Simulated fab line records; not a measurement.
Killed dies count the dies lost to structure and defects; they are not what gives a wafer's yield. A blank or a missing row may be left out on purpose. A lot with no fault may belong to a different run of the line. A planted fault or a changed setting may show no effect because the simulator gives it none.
Chamber matching    flow nand_harc    4 sister chambers for NHARC_A_STAIRCASE_TRIM_187 on rie_diel-13
The step chemistry O2, time 211.2 s. 14 wafers are shown with their chamber, then 7 later ones without.

## WAFERS PAIRED WITH THEIR CHAMBERS
wafer   chamber  showerhead_plenum_p_Torr (Torr)  oes_product_au (a.u.)  rf_vpp_V (V)
L114.2  2        3.38                             1.007                  57.7
L114.4  1        3.78                             0.987                  58.5
L114.6  1        3.78                             0.986                  57.6
L119.4  2        3.37                             1.025                  56.4
L119.5  2        3.37                             1.012                  57.6
L119.6  3        3.51                             0.989                  57.6
L120.1  2        3.36                             1.008                  58.1
L120.4  1        3.76                             0.972                  58.5
L120.5  1        3.76                             0.987                  58.2
L132.2  3        3.49                             0.985                  58.1
L132.4  1        3.74                             1.008                  59.0
L132.6  0        3.50                             1.006                  58.0
L135.2  3        3.48                             0.990                  58.4
L135.3  1        3.74                             1.015                  59.7

SIGNATURES (averages over the wafers above)
reading                   chamber 0  chamber 1  chamber 2  chamber 3  scatter within a chamber
showerhead_plenum_p_Torr  3.5000     3.7600     3.3700     3.4933     0.0151
oes_product_au            1.00600    0.99250    1.01300    0.98800    0.0122
rf_vpp_V                  58.000     58.583     57.450     58.033     0.67
Rule: distance of a wafer from a chamber = root of the sum over the readings of ((wafer's reading minus chamber's mean) / reading's scatter) squared. If the next closest chamber is less than 2 further off than the closest, the wafer can't be placed; otherwise it belongs to the closest. The scatter: the root of (the sum of the squares of (reading less its chamber's mean) over the shown wafers, divided by (wafers less chambers)).

## WAFERS MISSING THEIR CHAMBER
wafer   showerhead_plenum_p_Torr (Torr)  oes_product_au (a.u.)  rf_vpp_V (V)
L135.5  3.49                             1.001                  58.6
L134.3  3.48                             0.994                  57.7
L134.4  3.34                             1.009                  56.5
L134.5  3.49                             1.005                  56.3
L136.2  3.49                             1.006                  57.6
L136.3  3.34                             0.997                  57.6
L136.5  3.49                             1.001                  58.0

## WHICH CHAMBER EACH WENT THROUGH
wafer   from the rows above      in truth
L135.5  can't be placed: 0 or 3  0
L134.3  can't be placed: 3 or 0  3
L134.4  2                        2
L134.5  can't be placed: 0 or 3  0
L136.2  can't be placed: 0 or 3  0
L136.3  2                        2
L136.5  can't be placed: 0 or 3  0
Correct placement for 2 of the 7. Unplaceable from these rows: 5, with the true chamber sitting among the candidates in 5. Number placed wrongly: 0.
